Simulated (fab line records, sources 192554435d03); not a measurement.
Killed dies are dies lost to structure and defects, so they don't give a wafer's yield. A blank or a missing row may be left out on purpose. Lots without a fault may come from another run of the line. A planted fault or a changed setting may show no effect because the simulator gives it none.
Which tool did it? | flow n5_finfet | 24 lots, 72 wafers sampled, at 5 steps of a route of 1938

WHAT THE GAUGES READ, wafer by wafer
N5_BEOL_M6_THK_MEAS_01. Usual: M6_ILD_THK 154.8 nm, standard deviation 2.1.
lot  | measured     | on            | M6_ILD_THK (nm)   | flag
L075 | day 8 13:44  | film_metro-02 | 154.4 155.2 157.4 |
L074 | day 8 14:17  | film_metro-02 | 152.9 153.0 154.4 |
L076 | day 9 04:01  | film_metro-02 | 152.1 156.0 154.4 |
L077 | day 9 08:20  | film_metro-01 | 156.3 153.7 155.6 |
L078 | day 9 11:48  | film_metro-01 | 153.8 154.3 156.9 |
L080 | day 9 16:23  | film_metro-01 | 152.7 157.5 156.8 |
L079 | day 9 17:25  | film_metro-02 | 154.3 157.5 156.9 |
L081 | day 10 09:50 | film_metro-01 | 158.0 159.0 159.5 |
L082 | day 10 19:05 | film_metro-01 | 158.1 158.5 159.0 |
L083 | day 10 18:59 | film_metro-01 | 155.5 155.2 158.3 |
L085 | day 11 03:05 | film_metro-02 | 152.1 151.7 155.4 |
L084 | day 11 14:33 | film_metro-01 | 152.2 153.3 152.9 |
L086 | day 11 14:42 | film_metro-02 | 151.9 155.3 155.3 |
L087 | day 11 20:23 | film_metro-02 | 152.4 156.6 157.7 |
L089 | day 12 17:19 | film_metro-02 | 154.7 156.6 154.7 |
L088 | day 12 18:01 | film_metro-02 | 155.9 158.6 157.7 |
L090 | day 13 02:45 | film_metro-01 | 151.6 154.8 153.9 |
L091 | day 13 03:08 | film_metro-01 | 155.4 154.8 154.4 |
L093 | day 13 07:53 | film_metro-02 | 155.9 157.1 156.6 |
L094 | day 13 18:02 | film_metro-02 | 155.1 157.6 155.4 |
L092 | day 13 17:48 | film_metro-01 | 155.0 153.4 155.8 |
L095 | day 14 00:53 | film_metro-02 | 153.7 153.7 154.8 |
L096 | day 14 04:36 | film_metro-02 | 152.5 153.8 155.5 |
L097 | day 14 09:31 | film_metro-02 | 149.6 152.8 152.9 |

N5_BEOL_M6_OVL_MEAS_12. Usual: M6_OVL -0.3 nm, standard deviation 0.82.
lot  | measured     | on         | M6_OVL (nm)    | flag
L075 | day 8 16:27  | overlay-01 | 0.2 1.3 0.4    |
L074 | day 8 16:37  | overlay-01 | -0.1 -0.5 1.2  |
L076 | day 9 07:19  | overlay-01 | 0.0 -1.5 -0.7  |
L077 | day 9 10:04  | overlay-02 | 0.2 -0.4 -0.5  |
L078 | day 9 15:43  | overlay-01 | 0.5 0.1 -0.6   |
L080 | day 9 19:08  | overlay-02 | -0.3 0.0 -0.1  |
L079 | day 9 19:19  | overlay-02 | 0.0 -0.8 -1.4  |
L081 | day 10 11:15 | overlay-02 | -0.9 -0.7 -1.4 |
L082 | day 10 21:10 | overlay-02 | -0.1 0.7 -0.4  |
L083 | day 10 20:44 | overlay-01 | 0.3 -0.3 -1.2  |
L085 | day 11 04:58 | overlay-02 | 0.3 -0.3 1.4   |
L084 | day 11 15:16 | overlay-01 | 0.5 -0.5 1.2   |
L086 | day 11 15:37 | overlay-01 | 0.2 1.1 0.5    |
L087 | day 11 21:38 | overlay-02 | 0.1 0.2 0.4    |
L089 | day 12 18:26 | overlay-02 | -1.6 -1.4 -0.8 |
L088 | day 12 18:39 | overlay-02 | -1.1 -0.7 -0.8 |
L090 | day 13 05:34 | overlay-01 | -0.8 -2.6 -0.2 |
L091 | day 13 05:44 | overlay-01 | -0.1 0.8 0.6   |
L093 | day 13 10:07 | overlay-01 | -0.8 -1.4 -0.7 |
L094 | day 13 19:57 | overlay-01 | 0.6 -0.9 -0.5  |
L092 | day 13 19:44 | overlay-01 | -0.7 -1.7 -0.1 |
L095 | day 14 02:38 | overlay-01 | -0.9 -2.0 -0.6 |
L096 | day 14 06:19 | overlay-02 | 0.0 0.0 -0.5   |
L097 | day 14 10:36 | overlay-01 | -0.5 -0.6 -0.2 |

N5_BEOL_M6_CD_MEAS_28: target cd 40 nm. Usual: cd_nm 40.19 nm, standard deviation 0.23.
lot  | measured     | on        | cd_nm (nm)        | flag
L075 | day 8 18:42  | cd_sem-01 | 40.18 39.99 39.86 |
L074 | day 8 18:45  | cd_sem-02 | 40.05 40.16 40.58 |
L076 | day 9 08:29  | cd_sem-01 | 40.22 40.24 40.10 |
L077 | day 9 14:32  | cd_sem-01 | 40.53 40.14 40.33 |
L078 | day 9 17:53  | cd_sem-01 | 40.24 40.30 40.53 |
L080 | day 9 20:05  | cd_sem-02 | 40.24 39.98 40.34 |
L079 | day 9 20:08  | cd_sem-03 | 40.20 40.25 39.93 |
L081 | day 10 16:31 | cd_sem-03 | 40.01 40.06 40.29 |
L082 | day 10 22:07 | cd_sem-01 | 40.24 40.11 39.79 |
L083 | day 10 21:40 | cd_sem-01 | 40.80 39.97 40.41 |
L085 | day 11 06:58 | cd_sem-02 | 40.52 40.43 40.24 |
L084 | day 11 17:20 | cd_sem-02 | 40.00 40.31 40.08 |
L086 | day 11 17:25 | cd_sem-01 | 40.27 40.25 40.16 |
L087 | day 11 23:16 | cd_sem-01 | 40.03 39.97 39.91 |
L089 | day 12 20:05 | cd_sem-02 | 40.11 39.62 40.31 |
L088 | day 12 20:02 | cd_sem-01 | 40.00 39.88 40.22 |
L090 | day 13 06:34 | cd_sem-01 | 39.85 40.29 39.92 |
L091 | day 13 09:31 | cd_sem-01 | 40.19 40.28 39.93 |
L093 | day 13 15:07 | cd_sem-01 | 39.98 39.89 40.08 |
L094 | day 13 21:46 | cd_sem-02 | 39.95 40.46 40.22 |
L092 | day 13 21:56 | cd_sem-01 | 40.24 40.43 39.99 |
L095 | day 14 05:01 | cd_sem-02 | 40.29 40.21 40.54 |
L096 | day 14 07:18 | cd_sem-03 | 40.68 40.15 40.41 |
L097 | day 14 11:33 | cd_sem-03 | 40.47 40.19 40.71 |

WHICH TOOL RAN EACH LOT (tool, then ch and the chambers of the sampled wafers, then the start)
lot  | N5_BEOL_M5_CMP_52             | N5_BEOL_M5_PRE_CLEAN_77
L075 | cmp-04 ch 0,1, day 8 12:35    | cvd_co-01 ch 0,1,2, day 8 12:53
L074 | cmp-04 ch 1,2, day 8 13:01    | cvd_co-01 ch 0,1, day 8 13:20
L076 | cmp-04 ch 0,2, day 9 02:02    | cvd_co-01 ch 0,1,2, day 9 02:19
L077 | cmp-02 ch 0,1, day 9 06:37    | cvd_co-01 ch 0,2, day 9 06:57
L078 | cmp-04 ch 1,3, day 9 10:38    | cvd_co-02 ch 0,1,2, day 9 10:56
L080 | cmp-04 ch 0,1, day 9 15:11    | cvd_co-02 ch 0,1,2, day 9 15:31
L079 | cmp-03 ch 1,2,3, day 9 15:48  | cvd_co-02 ch 1,2, day 9 16:04
L081 | cmp-04 ch 0,1,3, day 10 08:35 | cvd_co-02 ch 0,1,2, day 10 08:58
L082 | cmp-04 ch 0,1,2, day 10 17:28 | cvd_co-01 ch 0,2, day 10 17:43
L083 | cmp-02 ch 0,1,2, day 10 17:50 | cvd_co-02 ch 0,1,2, day 10 18:07
L085 | cmp-02 ch 0,2, day 11 01:56   | cvd_co-01 ch 1,2, day 11 02:13
L084 | cmp-04 ch 1,2,3, day 11 13:23 | cvd_co-02 ch 0,2, day 11 13:41
L086 | cmp-02 ch 1,2,3, day 11 13:26 | cvd_co-01 ch 0,1, day 11 13:41
L087 | cmp-02 ch 1,3, day 11 19:05   | cvd_co-01 ch 0,1, day 11 19:25
L089 | cmp-02 ch 0,2,3, day 12 15:47 | cvd_co-01 ch 1,2, day 12 16:07
L088 | cmp-02 ch 1,2, day 12 16:02   | cvd_co-02 ch 0,2, day 12 16:20
L090 | cmp-04 ch 2,3, day 13 01:35   | cvd_co-02 ch 0,2, day 13 01:53
L091 | cmp-04 ch 1,2,3, day 13 02:01 | cvd_co-02 ch 0,2, day 13 02:16
L093 | cmp-03 ch 0,3, day 13 06:42   | cvd_co-01 ch 0,1,2, day 13 07:03
L094 | cmp-03 ch 0,2,3, day 13 16:15 | cvd_co-01 ch 1,2, day 13 16:30
L092 | cmp-03 ch 0,2,3, day 13 16:32 | cvd_co-02 ch 0,1,2, day 13 16:56
L095 | cmp-02 ch 0,2,3, day 13 23:44 | cvd_co-02 ch 0,1, day 13 23:59
L096 | cmp-03 ch 1,2,3, day 14 03:26 | cvd_co-01 ch 1,2, day 14 03:44
L097 | cmp-04 ch 0,1,2, day 14 08:15 | cvd_co-01 ch 0,2, day 14 08:29
- N5_BEOL_M5_CMP_52: polishes, stops on SiCOH lowk, t overpolish 6.9 s, target thk 62 nm.
- N5_BEOL_M5_PRE_CLEAN_77: time 15 s.

WHAT THE TOOLS THEMSELVES READ (means of the sampled wafers that have a number; where no wafer has one, the mark that the record gives instead)
N5_BEOL_M5_CMP_52. Usual: barrier_field_endpoint_s 24.5 s, standard deviation 0.62; edge_zone_pressure_frac 1.000, standard deviation 0.0048; motor_current_A 6.0 A, standard deviation 0.38; overpolish_run_s 6.900 s, standard deviation 0.0091; time_to_endpoint_s 61 s, standard deviation 3.9.
lot  | tool   | barrier_field_endpoint_s (s) | edge_zone_pressure_frac | motor_current_A (A) | overpolish_run_s (s) | time_to_endpoint_s (s) | flag
L075 | cmp-04 | 23.8                         | 1.001                   | 6.2                 | 6.902                | 56                     |
L074 | cmp-04 | 23.9                         | 1.004                   | 6.4                 | 6.900                | 57                     |
L076 | cmp-04 | 24.6                         | 1.006                   | 6.2                 | 6.897                | 59                     |
L077 | cmp-02 | 23.4                         | 1.001                   | 5.7                 | 6.887                | 56                     |
L078 | cmp-04 | 24.2                         | 0.996                   | 6.1                 | 6.901                | 58                     |
L080 | cmp-04 | 24.6                         | 1.001                   | 6.4                 | 6.891                | 57                     |
L079 | cmp-03 | 24.9                         | 1.002                   | 5.8                 | 6.894                | 61                     |
L081 | cmp-04 | 24.4                         | 1.002                   | 6.1                 | 6.897                | 62                     |
L082 | cmp-04 | 24.4                         | 0.995                   | 6.2                 | 6.907                | 61                     |
L083 | cmp-02 | 24.3                         | 1.001                   | 5.7                 | 6.910                | 61                     |
L085 | cmp-02 | 25.1                         | 1.000                   | 6.0                 | 6.904                | 65                     |
L084 | cmp-04 | 24.9                         | 1.000                   | 6.3                 | 6.897                | 62                     |
L086 | cmp-02 | 24.3                         | 0.996                   | 5.9                 | 6.906                | 61                     |
L087 | cmp-02 | 24.2                         | 1.003                   | 5.7                 | 6.904                | 59                     |
L089 | cmp-02 | 24.6                         | 0.999                   | 5.6                 | 6.910                | 65                     |
L088 | cmp-02 | 24.6                         | 1.001                   | 5.9                 | 6.901                | 60                     |
L090 | cmp-04 | 24.4                         | 1.005                   | 6.2                 | 6.906                | 61                     |
L091 | cmp-04 | 24.1                         | 1.002                   | 6.1                 | 6.905                | 60                     |
L093 | cmp-03 | 25.0                         | 0.999                   | 6.1                 | 6.900                | 63                     |
L094 | cmp-03 | 24.7                         | 0.998                   | 5.9                 | 6.906                | 62                     |
L092 | cmp-03 | 24.7                         | 1.001                   | 6.0                 | 6.908                | 59                     |
L095 | cmp-02 | 24.6                         | 0.997                   | 5.6                 | 6.893                | 64                     |
L096 | cmp-03 | 24.8                         | 0.998                   | 5.9                 | 6.903                | 65                     |
L097 | cmp-04 | 24.0                         | 0.998                   | 6.2                 | 6.903                | 60                     |

N5_BEOL_M5_PRE_CLEAN_77. Usual: heater_power_w 79 W, standard deviation 19.
lot  | tool      | heater_power_w (W) | flag
L075 | cvd_co-01 | 65                 |
L074 | cvd_co-01 | 74                 |
L076 | cvd_co-01 | 64                 |
L077 | cvd_co-01 | 56                 |
L078 | cvd_co-02 | 95                 |
L080 | cvd_co-02 | 96                 |
L079 | cvd_co-02 | 98                 |
L081 | cvd_co-02 | 96                 |
L082 | cvd_co-01 | 67                 |
L083 | cvd_co-02 | 95                 |
L085 | cvd_co-01 | 63                 |
L084 | cvd_co-02 | 96                 |
L086 | cvd_co-01 | 73                 |
L087 | cvd_co-01 | 74                 |
L089 | cvd_co-01 | 55                 |
L088 | cvd_co-02 | 101                |
L090 | cvd_co-02 | 97                 |
L091 | cvd_co-02 | 101                |
L093 | cvd_co-01 | 65                 |
L094 | cvd_co-01 | 55                 |
L092 | cvd_co-02 | 95                 |
L095 | cvd_co-02 | 92                 |
L096 | cvd_co-01 | 54                 |
L097 | cvd_co-01 | 57                 |

THE ANSWER, worked out from the rows above alone
Rule: a lot is off if the mean of its wafers that have a number lies more than 3 standard deviations from the usual mean. A lot without any number at a reading at which 4 lots or more have one is off too. The other lots that the step has rows for count as sound. The gauges are gone through in route order, then the tools' own readings, and for those a lot's mean is taken as printed above. The first step at which some lot is off is used, and at that step the reading that is off furthest; a lot without a number counts as furthest.
No lot is off at any reading shown: from this, nothing can be told.

WHAT THE SIMULATOR HAD PUT IN
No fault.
